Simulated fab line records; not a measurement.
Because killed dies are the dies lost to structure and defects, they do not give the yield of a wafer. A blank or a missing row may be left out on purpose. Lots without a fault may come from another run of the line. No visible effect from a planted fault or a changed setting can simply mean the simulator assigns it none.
Matching of chambers    flow nandHarc    NHARC_P_ZERO_WELL_ETCH_65 on rieDiel-04 has 4 sister chambers
The step etches the open film in N2/H2, target depth 80 nm, overetch 24 nm, time 87.88 s. 8 wafers are shown with their chamber, then 7 later ones without.

== WAFERS PAIRED WITH THEIR CHAMBERS ==
wafer   chamber  rfVppV (V)  oesProductAu (a.u.)
L075.1  2        429.7       0.994
L075.4  3        427.6       1.002
L076.4  3        428.2       0.992
L082.1  0        434.3       1.012
L082.3  2        429.5       0.998
L082.6  0        436.0       1.008
L083.4  1        433.0       1.006
L083.5  1        433.3       0.989

== WAFERS MISSING THEIR CHAMBER ==
wafer   rfVppV (V)  oesProductAu (a.u.)
L083.6  430.8       1.005
L085.2  427.7       0.997
L085.4  430.6       1.005
L085.6  433.1       0.995
L095.1  430.9       1.013
L095.5  427.8       1.013
L095.6  430.7       1.005

== WHICH CHAMBER EACH ONE RAN IN ==
wafer   from the rows above      in truth
L083.6  can't be placed: 2 or 1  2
L085.2  3                        3
L085.4  2                        2
L085.6  1                        1
L095.1  can't be placed: 2 or 1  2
L095.5  can't be placed: 3 or 2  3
L095.6  can't be placed: 2 or 1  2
Correct placement for 3 of the 7. These rows do not allow placing 4 (true chamber among the candidates in 4). Number placed wrongly: 0.
How it was worked out, from the rows above alone: a wafer's distance from a chamber is the root of the sum, over the readings, of the square of ((its reading less the chamber's mean) divided by the reading's scatter). The wafer belongs to the nearest chamber; if the next one is less than 2 further off, it can't be placed. For every chamber, the mean is computed from those of its wafers that are shown. How the scatter is found: for the shown wafers, subtract from each reading the mean of its chamber, square and add these, divide the total by (wafers less chambers), then take the root.
